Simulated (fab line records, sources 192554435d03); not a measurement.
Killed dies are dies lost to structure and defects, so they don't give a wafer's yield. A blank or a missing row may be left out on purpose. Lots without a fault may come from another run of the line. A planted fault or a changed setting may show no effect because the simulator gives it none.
Split-lot experiment | flow n5_finfet | 7 lots, 39 wafers read, on a route of 1938 steps

THE SPLIT
At N5_BEOL_M15_ETCH_61 (etches BARC in N2/H2, target depth 89 nm, overetch 26.7 nm, time 67.9 s), the setting time_s was moved away from the recipe's 67.9 s on 15 of the 39 wafers read, by -54.4% to +37.2%. The other wafers ran this setting at the recipe's value.

The file shows no step between the split and the reading.

THE READING
BEOL_M15.cd_nm (the simulator's own value, which no gauge read), in nm, at N5_BEOL_M15_TRENCH_ETCH_34 (etches SiO2 in C4F8/O2/Ar, target depth 872.93 nm, time 199 s). The file gives no usual value for it. The 24 wafers here that ran the recipe average 400.0 nm, standard deviation 2.2 nm.

wafer  | tool, chamber at the split | time_s as run, s | against the recipe | BEOL_M15.cd_nm, nm | against lot-mates on the recipe
L075.1 | rie_diel-01, 0             | 93.17            | +37.2%             | 402.4              | +3.5
L075.2 | rie_diel-01, 3             | 67.9             | recipe             | 398.2              | -
L075.3 | rie_diel-01, 1             | 93.17            | +37.2%             | 403.8              | +4.9
L075.4 | rie_diel-01, 0             | 67.9             | recipe             | 398                | -
L075.5 | rie_diel-01, 1             | 67.9             | recipe             | 400.6              | -
L075.6 | rie_diel-01, 3             | 93.17            | +37.2%             | 402.6              | +3.7
L078.1 | rie_diel-01, 1             | 30.93            | -54.4%             | 391                | -6.3
L078.2 | rie_diel-01, 0             | 30.93            | -54.4%             | 389.6              | -7.7
L078.3 | rie_diel-01, 2             | 67.9             | recipe             | 397.8              | -
L078.4 | rie_diel-01, 3             | 30.93            | -54.4%             | 389.8              | -7.5
L078.5 | rie_diel-01, 2             | 67.9             | recipe             | 398.4              | -
L078.6 | rie_diel-01, 3             | 67.9             | recipe             | 395.8              | -
L081.1 | rie_diel-01, 1             | 67.9             | recipe             | 398.8              | -
L081.2 | rie_diel-01, 0             | 67.9             | recipe             | 399                | -
L081.3 | rie_diel-01, 3             | 67.9             | recipe             | 398.8              | -
L081.4 | rie_diel-01, 2             | 67.9             | recipe             | 398.8              | -
L081.5 | rie_diel-01, 0             | 67.9             | recipe             | 399.2              | -
L081.6 | rie_diel-01, 3             | 67.9             | recipe             | 399                | -
L089.1 | rie_diel-06, 2             | 38.48            | -43.3%             | 394.2              | -5.3
L089.2 | rie_diel-06, 3             | 67.9             | recipe             | 399                | -
L089.3 | rie_diel-06, 0             | 38.48            | -43.3%             | 395.2              | -4.3
L089.4 | rie_diel-06, 1             | 38.48            | -43.3%             | 393.4              | -6.1
L089.5 | rie_diel-06, 2             | 67.9             | recipe             | 399.8              | -
L089.6 | rie_diel-06, 3             | 67.9             | recipe             | 399.8              | -
L092.3 | rie_diel-02, 1             | 67.9             | recipe             | 401                | -
L092.4 | rie_diel-02, 3             | 67.9             | recipe             | 400.2              | -
L092.5 | rie_diel-02, 1             | 67.9             | recipe             | 401.8              | -
L093.1 | rie_diel-02, 1             | 67.9             | recipe             | 403.8              | -
L093.2 | rie_diel-02, 2             | 67.9             | recipe             | 405.2              | -
L093.3 | rie_diel-02, 3             | 33.84            | -50.2%             | 397.8              | -6.7
L093.4 | rie_diel-02, 0             | 33.84            | -50.2%             | 394.6              | -9.9
L093.5 | rie_diel-02, 2             | 33.84            | -50.2%             | 396                | -8.5
L093.6 | rie_diel-02, 3             | 67.9             | recipe             | 404.6              | -
L095.1 | rie_diel-02, 0             | 67.9             | recipe             | 401.2              | -
L095.2 | rie_diel-02, 3             | 67.9             | recipe             | 401.8              | -
L095.3 | rie_diel-02, 2             | 48.35            | -28.8%             | 397                | -3.7
L095.4 | rie_diel-02, 1             | 67.9             | recipe             | 399.2              | -
L095.5 | rie_diel-02, 2             | 48.35            | -28.8%             | 396.2              | -4.5
L095.6 | rie_diel-02, 3             | 48.35            | -28.8%             | 398                | -2.7

THE FIT
A straight line over all 39 wafers: BEOL_M15.cd_nm changes by +0.119 nm for each +1% of time_s; r = +0.81; the points scatter about the line by 2.2 nm.
The same after taking each lot's own level away (the mean of its wafers on the recipe; 39 wafers): +0.133 nm for each +1%; r = +0.96; scatter 1 nm.
On that fit, the largest move of time_s shifts the reading by 7.3 nm.
The lots' own levels span 397.33 to 404.53 nm, that is 3.3 times the standard deviation above.
So the lot-to-lot level changes the slope: the two fits differ.
Check: with one of the wafers moved furthest among these (-54.4%) left out of the fit, the line predicts -7.53 nm for it against its lot-mates. It came out at -6.33 nm against them.

THE WHOLE CHAIN: every reading that the file lists as answering this split, in the file's order
step                       | what it does                                                            | reading                                                                          | change (the file's fit)                                                             | r (the file's)
N5_BEOL_M15_ETCH_61        | etches BARC in N2/H2, target depth 89 nm, overetch 26.7 nm, time 67.9 s | etch.depth_nm (the simulator's own value, which no gauge read)                   | not straight: 51.9 at the lowest setting, 89.09 at the recipe, 88.43 at the highest | not given
N5_BEOL_M15_ETCH_61        | etches BARC in N2/H2, target depth 89 nm, overetch 26.7 nm, time 67.9 s | coat_of_BEOL_M15_COAT_22.thk_nm (the simulator's own value, which no gauge read) | -0.661 nm for each +1% of the setting                                               | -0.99
N5_BEOL_M15_ETCH_61        | etches BARC in N2/H2, target depth 89 nm, overetch 26.7 nm, time 67.9 s | BEOL_M15.cd_nm (the simulator's own value, which no gauge read)                  | +0.133 nm for each +1% of the setting                                               | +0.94
N5_BEOL_M15_TRENCH_ETCH_34 | etches SiO2 in C4F8/O2/Ar, target depth 872.93 nm, time 199 s           | coat_of_BEOL_M15_COAT_22.thk_nm (the simulator's own value, which no gauge read) | -0.665 nm for each +1% of the setting                                               | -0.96
N5_BEOL_M15_TRENCH_ETCH_34 | etches SiO2 in C4F8/O2/Ar, target depth 872.93 nm, time 199 s           | BEOL_M15.cd_nm (the simulator's own value, which no gauge read)                  | +0.135 nm for each +1% of the setting                                               | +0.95

THE FILE'S OWN FIT
BEOL_M15.cd_nm changes by +0.135 nm for each +1% of time_s, r = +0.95.
